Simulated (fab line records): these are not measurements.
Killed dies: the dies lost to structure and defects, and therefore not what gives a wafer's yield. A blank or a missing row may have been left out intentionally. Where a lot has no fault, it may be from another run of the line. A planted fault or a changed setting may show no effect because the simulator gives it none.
fab line records -- flow nand_harc
[record] lots = 15, wafers = 45, last_day = 34
route steps=1302 shown P_GATE@211 A_M1@1195 A_BONDPAD@1202 THIN_TSV@1280 END@1302
lots that met no fault: from a run of the same line without faults
start_h: hours from the record's opening day to when the first of the lot's shown wafers began -- wait_h: how many hours have passed since the lot's step before this one -- " identical to the entry in the row above -- L1.1+2: a single row standing in for several wafers -- - no value, or no start given -- * or withheld: withheld -- < > ~ a bound
route shown NAME@n: NAME is a module with steps in the file, n the number in the route of the first one -- usual: mean/standard deviation taken from wafers without a fault -- same: alike in all rows -- chamber/n: place in a boat -- sites: the reading at each site -- _std_site: the standard deviation of these -- _edge_site: the outer-site mean with the inner-site mean subtracted -- radius_mm: for every site, how far away it sits from the centre of the wafer -- mask NAME#n: copy n -- behind: the most recent tool/chamber to have shaped the wafer -- hold: reason for holding the lot/hours on hold/outcome of the hold -- device: whichever transistor did not switch (one of n, p or np) -- end of line: tests run on the same wafers once the route is complete -- where a step has no rows: the recipe by itself -- killed: the dies lost at the first sort to structure and to defects; this is not the yield of the wafer -- map: shows each die of a wafer: x if killed, . if not, _ if none is there
set.NAME: the setting the step ran with; set.NAME@STEP: the setting that earlier step ran with -- model.NAME: the simulator's own value behind a step, which no gauge read
one table for each step of the route and one row for each wafer, over a sample of lots
services: a tool's chamber out of use, with start hour (start_h, from the record's first day; less than 0 if before it), hours out, and reason
[[steps]]
[step NHARC_P_GATE_SPUTTER_78]
[recipe] target_thk_a = 100, material = Ni
lot.wafer,tool,chamber,start_h,wait_h
L551.2+6+5,pvd_sputter-01,-,115.57,-
L552.4+3+6,pvd_sputter-03,-,122.41,-
L554.1+3+2,pvd_sputter-02,-,145.37,-
L555.2+3+1,pvd_sputter-02,-,153.06,-
L556.2+4+5,pvd_sputter-02,-,167.88,-
L559.2+1+6,pvd_sputter-01,-,205.27,-
L561.2+4+6,pvd_sputter-01,-,217.72,-
L562.3+6+5,pvd_sputter-03,-,222.03,-
L563.2+3+5,pvd_sputter-02,-,231.11,-
L565.2+4+1,pvd_sputter-03,-,260.76,-
L567.3+2+6,pvd_sputter-03,-,275.49,-
L568.4+1+5,pvd_sputter-03,-,284.15,-
L569.1+3+5,pvd_sputter-02,-,303.79,-
L571.2+4+5,pvd_sputter-01,-,313.33,-
L574.4+2+3,pvd_sputter-01,-,346.44,-
[step NHARC_A_M1_CMP_23]
[recipe] t_overpolish_s = 20, target_thk_nm = 154.34
[usual] motor_current_A = 12.2/1.3, time_to_endpoint_s = 29.1/2.7
lot.wafer,tool,chamber,start_h,wait_h,motor_current_A,time_to_endpoint_s
L552.4,cmp-03,1,546.07,-,10.8,25.6
L552.3,cmp-03,2,546.07,-,10.5,31.1
L552.6,cmp-03,2,546.07,-,9.9,31.4
L551.2,cmp-03,3,548.46,-,12.7,29.1
L551.5,cmp-03,1,548.46,-,11.0,29.8
L551.6,cmp-03,2,548.46,-,10.4,33.9
L554.1,cmp-01,3,549.00,-,12.3,26.0
L554.3,cmp-01,0,549.00,-,12.7,25.4
L554.2,cmp-01,1,549.00,-,12.3,25.2
L555.2,cmp-03,0,559.64,-,10.7,35.3
L555.1,cmp-03,1,559.64,-,11.5,30.7
L555.3,cmp-03,2,559.64,-,10.0,35.3
L556.4,cmp-04,1,596.35,-,14.7,28.6
L556.2,cmp-04,2,596.35,-,13.4,28.2
L556.5,cmp-04,0,596.35,-,12.6,24.3
L559.2,cmp-04,0,622.02,-,12.7,32.5
L559.1,cmp-04,3,622.02,-,11.2,30.9
L559.6,cmp-04,0,622.02,-,12.3,33.7
L561.4,cmp-01,1,625.81,-,13.5,30.4
L561.2,cmp-01,3,625.81,-,12.8,29.1
L561.6,cmp-01,1,625.81,-,12.8,31.9
L562.3,cmp-03,1,627.09,-,11.1,26.5
L562.5,cmp-03,1,627.09,-,10.9,28.0
L562.6,cmp-03,2,627.09,-,10.8,30.0
L563.2,cmp-03,1,640.93,-,11.6,28.2
L563.3,cmp-03,0,640.93,-,10.8,31.2
L563.5,cmp-03,1,640.93,-,11.2,29.0
L565.2,cmp-03,2,671.88,-,9.8,30.9
L565.4,cmp-03,3,671.88,-,12.6,26.1
L565.1,cmp-03,0,671.88,-,10.5,27.6
L571.2,cmp-01,2,715.52,-,13.7,32.4
L571.4,cmp-01,3,715.52,-,13.3,32.3
L571.5,cmp-01,2,715.52,-,13.6,31.8
L574.2,cmp-01,3,766.58,-,12.7,31.0
L574.3,cmp-01,0,766.58,-,13.5,25.5
L574.4,cmp-01,1,766.58,-,12.7,29.8
[step NHARC_A_BONDPAD_DEP_00]
[recipe] target_thk_a = 2500, temp_c = 370, target_thk_nm = 250, pressure_torr = 3, flow_sccm = 200, rf_w = 450, material = SiCN
[usual] heater_power_w = 580/99
lot.wafer,tool,chamber,start_h,wait_h,heater_power_w
L552.3,pecvd-03,1,547.28,-,429
L552.6,pecvd-03,1,547.28,-,465
L552.4,pecvd-03,0,547.28,-,384
L551.2,pecvd-02,1,549.67,-,611
L551.5,pecvd-02,2,549.67,-,647
L551.6,pecvd-02,1,549.67,-,595
L554.3,pecvd-02,1,550.14,-,561
L554.2,pecvd-02,2,550.14,-,638
L554.1,pecvd-02,0,550.14,-,635
L555.2,pecvd-03,2,560.83,-,461
L555.3,pecvd-03,0,560.83,-,504
L555.1,pecvd-03,1,560.83,-,453
L556.2,pecvd-01,1,597.56,-,472
L556.4,pecvd-01,2,597.56,-,594
L556.5,pecvd-01,0,597.56,-,594
L559.2,pecvd-02,0,623.19,-,732
L559.1,pecvd-02,2,623.19,-,757
L559.6,pecvd-02,2,623.19,-,752
L561.2,pecvd-01,0,627.00,-,559
L561.6,pecvd-01,1,627.00,-,444
L561.4,pecvd-01,2,627.00,-,694
L562.3,pecvd-02,2,628.27,-,665
L562.5,pecvd-02,0,628.27,-,657
L562.6,pecvd-02,1,628.27,-,615
L563.3,pecvd-02,1,642.10,-,647
L563.2,pecvd-02,0,642.10,-,743
L563.5,pecvd-02,2,642.10,-,723
L565.2,pecvd-01,1,673.05,-,450
L565.1,pecvd-01,2,673.05,-,649
L565.4,pecvd-01,2,673.05,-,683
L571.2,pecvd-03,2,716.68,-,481
L571.4,pecvd-03,2,716.68,-,501
L571.5,pecvd-03,1,716.68,-,502
L574.2,pecvd-02,1,767.72,-,625
L574.3,pecvd-02,2,767.72,-,719
L574.4,pecvd-02,1,767.72,-,632
[step NHARC_THIN_TSV_PRE_CLEAN_54]
[recipe] time_s = 30, temp_c = 280, gas = H2/He
[usual] heater_power_w = 409/40
lot.wafer,tool,chamber,start_h,wait_h,heater_power_w
L551.2,pvd_sputter-03,-,568.32,0.1,435
L551.5,pvd_sputter-03,-,568.32,0.1,440
L551.6,pvd_sputter-03,-,568.32,0.1,383
L552.4,pvd_sputter-02,-,569.45,0.0,441
L552.3,pvd_sputter-02,-,569.45,0.0,454
L552.6,pvd_sputter-02,-,569.45,0.0,420
L554.1,pvd_sputter-02,-,572.87,0.1,409
L554.2,pvd_sputter-02,-,572.87,0.1,390
L554.3,pvd_sputter-02,-,572.87,0.1,442
L555.3,pvd_sputter-03,-,583.49,0.1,378
L555.2,pvd_sputter-03,-,583.49,0.1,436
L555.1,pvd_sputter-03,-,583.49,0.1,395
L556.2,pvd_sputter-02,-,617.75,0.0,449
L556.4,pvd_sputter-02,-,617.75,0.0,428
L556.5,pvd_sputter-02,-,617.75,0.0,386
L559.1,pvd_sputter-01,-,645.21,0.1,345
L559.2,pvd_sputter-01,-,645.21,0.1,399
L559.6,pvd_sputter-01,-,645.21,0.1,402
L562.3,pvd_sputter-03,-,650.63,0.1,433
L562.5,pvd_sputter-03,-,650.63,0.1,393
L562.6,pvd_sputter-03,-,650.63,0.1,433
L561.2,pvd_sputter-01,-,651.92,0.1,468
L561.4,pvd_sputter-01,-,651.92,0.1,343
L561.6,pvd_sputter-01,-,651.92,0.1,409
L563.2,pvd_sputter-01,-,665.17,0.0,461
L563.3,pvd_sputter-01,-,665.17,0.0,398
L563.5,pvd_sputter-01,-,665.17,0.0,469
L565.2,pvd_sputter-02,-,695.71,0.0,364
L565.1,pvd_sputter-02,-,695.71,0.0,470
L565.4,pvd_sputter-02,-,695.71,0.0,434
L571.2,pvd_sputter-01,-,738.49,0.1,471
L571.4,pvd_sputter-01,-,738.49,0.1,406
L571.5,pvd_sputter-01,-,738.49,0.1,368
L574.3,pvd_sputter-03,-,814.80,0.1,426
L574.2,pvd_sputter-03,-,814.80,0.1,420
L574.4,pvd_sputter-03,-,814.80,0.1,358
[step NHARC_END_SORT_01]
[recipe] temp_c = 25
[usual] killed_at_array = 62/22, killed_at_other = 1.0/1.4, killed_at_periphery = 4.2/2.8, killed_dies = 67/23, killed_open = 3.1/1.7, killed_short = 2.1/1.5
[same] gross_dies = 677
lot.wafer,tool,chamber,start_h,wait_h,killed_at_array,killed_at_other,killed_at_periphery,killed_dies,killed_open,killed_short
L567.2,prober-02,0,718.45,2.8,43,3,593,639,4,3
L567.3,prober-02,0,719.24,3.1,46,2,601,649,2,4
L567.6,prober-02,0,721.60,3.9,45,1,601,647,5,2
L568.1,prober-01,0,731.63,2.5,33,0,612,645,3,2
L568.4,prober-01,0,734.02,3.4,32,0,614,646,5,0
L568.5,prober-01,0,734.81,3.7,34,0,612,646,4,2
L569.1,prober-01,0,748.60,2.5,119,0,524,643,3,2
L569.3,prober-01,0,750.19,3.1,85,0,557,642,0,1
L569.5,prober-01,0,751.77,3.7,94,0,550,644,2,2
// killed by level:class
L567.2 P_GATE:area_sputter=581 A_CHANNEL_HOLE_D1:chamber_film_flake=22 P_CONTACT:chamber_film_flake=7 A_CONTACT:chamber_film_flake=7 A_SLIT:chamber_film_flake=6 A_STAIRCASE:chamber_film_flake=3 THIN_TSV:chamber_film_flake=3 P_CONTACT:geometric_particle:short=2
L567.3 P_GATE:area_sputter=590 A_CHANNEL_HOLE_D1:chamber_film_flake=27 A_CONTACT:chamber_film_flake=8 P_CONTACT:chamber_film_flake=7 A_STAIRCASE:chamber_film_flake=3 P_GATE:chamber_film_flake=2 A_SLIT:chamber_film_flake=2 THIN_TSV:chamber_film_flake=2
L567.6 P_GATE:area_sputter=598 A_CHANNEL_HOLE_D1:chamber_film_flake=26 A_CONTACT:chamber_film_flake=5 A_SLIT:chamber_film_flake=3 A_BLC:geometric_particle:open=2 P_CONTACT:chamber_film_flake=2 A_ONON_D1:geometric_particle:open=1 A_CHANNEL_FILL_D1:geometric_particle:short=1
L568.1 P_GATE:area_sputter=610 A_CHANNEL_HOLE_D1:chamber_film_flake=12 A_SLIT:chamber_film_flake=5 A_CONTACT:chamber_film_flake=3 P_ZERO_WELL:chamber_film_flake=2 A_DECK1_JOINT:chamber_film_flake=2 A_CHANNEL_FILL_D2:chamber_film_flake=2 A_STAIRCASE:chamber_film_flake=2
L568.4 P_GATE:area_sputter=613 A_CHANNEL_HOLE_D1:chamber_film_flake=12 A_SLIT:chamber_film_flake=6 A_STAIRCASE:chamber_film_flake=3 A_CONTACT:chamber_film_flake=3 A_M0:geometric_particle:open=2 A_CHANNEL_HOLE_D1:geometric_particle:open=1 A_SLIT:geometric_particle:open=1
L568.5 P_GATE:area_sputter=611 A_CHANNEL_HOLE_D1:chamber_film_flake=12 A_SLIT:chamber_film_flake=5 A_ZERO_WELL:chamber_film_flake=2 A_CHANNEL_FILL_D1:chamber_film_flake=2 A_DECK1_JOINT:chamber_film_flake=2 A_STAIRCASE:chamber_film_flake=2 A_CONTACT:chamber_film_flake=2
L569.1 P_GATE:area_sputter=515 A_SLIT:chamber_film_flake=37 A_CHANNEL_HOLE_D1:chamber_film_flake=30 A_CHANNEL_HOLE_D2:chamber_film_flake=26 A_STAIRCASE:chamber_film_flake=10 A_CONTACT:chamber_film_flake=6 P_STI:chamber_film_flake=5 A_WL_FILL:chamber_film_flake=5
L569.3 P_GATE:area_sputter=550 A_CHANNEL_HOLE_D1:chamber_film_flake=26 A_SLIT:chamber_film_flake=26 A_CHANNEL_HOLE_D2:chamber_film_flake=13 A_CONTACT:chamber_film_flake=10 A_STAIRCASE:chamber_film_flake=8 P_STI:chamber_film_flake=4 A_CONTACT:geometric_particle:short=1
L569.5 P_GATE:area_sputter=541 A_CHANNEL_HOLE_D1:chamber_film_flake=33 A_SLIT:chamber_film_flake=26 A_CHANNEL_HOLE_D2:chamber_film_flake=22 A_CONTACT:chamber_film_flake=5 P_M2:chamber_film_flake=4 A_STAIRCASE:chamber_film_flake=4 P_STI:chamber_film_flake=2
[[services]]
tool,chamber,start_h,hours,kind
pvd_sputter-02,-,104.05,10.0,pm
pvd_sputter-01,-,122.92,8.7,repair
pecvd-02,0,153.90,4.2,repair
cmp-03,-,157.36,1.6,repair
cmp-03,-,162.00,4.0,pm
pvd_sputter-03,-,168.65,0.8,repair
pvd_sputter-03,-,170.06,10.0,pm
pvd_sputter-01,-,226.00,10.0,pm
pvd_sputter-01,-,244.15,6.5,repair
pvd_sputter-02,-,282.05,10.0,pm
pvd_sputter-03,-,286.18,9.4,repair
pvd_sputter-03,-,348.07,10.0,pm
pvd_sputter-01,-,404.00,10.0,pm
pvd_sputter-01,-,441.79,2.3,repair
pvd_sputter-02,-,460.05,10.0,pm
pvd_sputter-02,-,483.97,2.9,repair
pvd_sputter-03,-,526.07,10.0,pm
pvd_sputter-01,-,531.01,2.9,repair
pvd_sputter-01,-,582.06,10.0,pm
pvd_sputter-02,-,638.05,10.0,pm
pvd_sputter-03,-,664.59,1.8,repair
pvd_sputter-03,-,704.07,10.0,pm
pvd_sputter-02,-,743.91,4.0,repair
pvd_sputter-01,-,760.06,10.0,pm
[[key]]
[first_sign] step = NHARC_END_SORT_01, reading = killed_at_periphery, direction = up, sigmas = 99+, usual = 4.2, struck = 584.9
[effect] step = NHARC_END_SORT_01, reading = killed_dies, direction = up, sigmas = 25, usual = 67, struck = 645
[more_kills_born_at] NHARC_P_GATE_SPUTTER_78@pvd_sputter-03 = 3603, NHARC_P_GATE_SPUTTER_78@pvd_sputter-02 = 1606
met_at NHARC_P_GATE_SPUTTER_78
struck_lots L567,L568,L569
later_rows_left_out L567.2,L567.3,L567.6,L568.1,L568.4,L568.5,L569.1,L569.3,L569.5
tester_left_out L567,L568,L569
not_acting_at NHARC_A_M1_CMP_23,NHARC_A_BONDPAD_DEP_00,NHARC_THIN_TSV_PRE_CLEAN_54
onset_between 260.76 275.49
[fault] kind = skipped_step_whole, tool = pvd_sputter-02,pvd_sputter-03, chamber = -, onset_h = 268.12, steps = NHARC_P_GATE_SPUTTER_78, scope = struck_lots_only
// tester_left_out: of these lots the tester's yield and bins aren't shown, on N5 and GAA mostly nor the transistor test; their killed dies are dies lost to structure and defects alone, not to doping, threshold or leakage, so they don't give the yield
// later_rows_left_out: the simulator's readings of these wafers behind a module that went badly wrong aren't trusted and aren't shown, but for the sort
